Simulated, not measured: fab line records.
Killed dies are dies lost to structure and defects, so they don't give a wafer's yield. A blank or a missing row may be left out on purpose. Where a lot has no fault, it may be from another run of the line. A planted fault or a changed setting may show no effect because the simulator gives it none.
Problem report, 8D (eight disciplines) form, completed by code || flow n5_finfet || the parts of the form that need people (team, actions taken, sign-off) are left out

## 1. PROBLEM STATEMENT
raw_defect_count at N5_MOL_CONTACT_COAG_INSPECT_57 reads a mean of 1594 on 6 wafers of 2 lots; wafers without a fault read 190 with a standard deviation of 48. That is +29 standard deviations from the usual mean.
The step: inspects for defects (brightfield).
First seen on wafer L168.3, day 7 02:37, on defect_inspect-01. The record has a number at this step for 26 wafers belonging to 9 lots. Rule for "out" (also "out of limits"): further than 4 standard deviations from the usual mean. All remaining wafers that have a number are taken as sound.

## 2. WHAT IT IS; WHAT IT IS NOT
{"question": "which readings at this step", "is": "raw_defect_count", "is not": "-"}
{"question": "which lots", "is": "L168, L169", "is not": "L164, L176, L177, L178, L181, L182, L183"}
{"question": "which wafers of those lots", "is": "all that have a number", "is not": "-"}
{"question": "read on which gauges", "is": "defect_inspect-01", "is not": "defect_inspect-02"}
{"question": "when", "is": "from day 7 02:37", "is not": "up to then (3 sound wafers); but 17 sound wafers of L176, L177, L178, L181, L182, L183 came after"}

## 3. WHAT RULES OUT EACH SUSPECT
Counting: a tool at any process step up to the reading remains a suspect when it ran all the lots that are out and ran no sound lot after the first of those.
- the gauge at N5_MOL_CONTACT_COAG_INSPECT_57 is ruled out. All the wafers that are out were read on defect_inspect-01, but those of them that N5_PASSIVATION_PROBE_49 has rows for are out there too, on other tools.
- pecvd-03 at N5_MOL_CONTACT_COAG_PECVD_31 (deposits SiO2 from TEOS/O2, target thk 46 nm, time 8.9 s): ruled out as a lasting fault. After its first lot that is out, L168 (day 7 02:12), sound lots L182, L183 ran on it.
Left after counting: nothing in the record.

## 4. THE CAUSE (what the simulator had put in)
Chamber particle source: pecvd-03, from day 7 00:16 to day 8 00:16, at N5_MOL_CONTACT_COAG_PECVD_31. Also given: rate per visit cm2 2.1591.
Counting ruled it out, wrongly: the rule takes a fault to strike every lot that its tool runs from its start on, and this one did not.

## 5. SEQUENCE OF EFFECTS, ordered by route
Rows list readings where the struck wafers' mean (over those with a number) sits beyond 3 standard deviations from the usual. Only readings for which the record gives a usual standard deviation are gone through. hours: the time from each lot's start at the first step in this table that gives one to its start at this step, as a median over the lots. sigmas: the change in usual standard deviations.
{"hours": 0, "step": "N5_MOL_CONTACT_COAG_INSPECT_57", "reading": "raw_defect_count", "usual": 190, "on struck wafers": 1594, "change": "+1404", "sigmas": "+29"}
{"hours": 183, "step": "N5_PASSIVATION_PROBE_49", "reading": "defect_limited_yield", "usual": "91.2 %", "on struck wafers": 81.5, "change": -9.7, "sigmas": -7.5}
{"hours": 183, "step": "N5_PASSIVATION_PROBE_49", "reading": "killed_at_contacts", "usual": 13, "on struck wafers": 132, "change": "+120", "sigmas": "+22"}
{"hours": 183, "step": "N5_PASSIVATION_PROBE_49", "reading": "killed_dies", "usual": 104, "on struck wafers": 219, "change": "+115", "sigmas": "+7.2"}
{"hours": 183, "step": "N5_PASSIVATION_PROBE_49", "reading": "sort_bin_5_function", "usual": "5.1 %", "on struck wafers": 11.0, "change": "+5.9", "sigmas": "+6.8"}
{"hours": 183, "step": "N5_PASSIVATION_PROBE_49", "reading": "sort_n_pass", "usual": 1076, "on struck wafers": 961, "change": -115, "sigmas": -7.2}
{"hours": 183, "step": "N5_PASSIVATION_PROBE_49", "reading": "sort_yield_pct", "usual": "91.2 %", "on struck wafers": 81.4, "change": -9.8, "sigmas": -7.5}
It contains these process steps:
- N5_PASSIVATION_PROBE_49
Later measuring or inspecting steps at which every struck wafer that the step has a row for has a number for every such reading, and none has moved that far: N5_BEOL_M4_RC_MEAS_101.

## 6. HOW IT WOULD HAVE BEEN CAUGHT EARLIER
In this record the first reading out of limits at a measuring or inspecting step was taken at day 7 02:37, 2 hours after the fault began at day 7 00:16.
Tool readings at N5_MOL_CONTACT_COAG_PECVD_31 with a usual standard deviation given in the record: none out on any struck wafer, hence no alarm at a limit of 4 standard deviations on them.
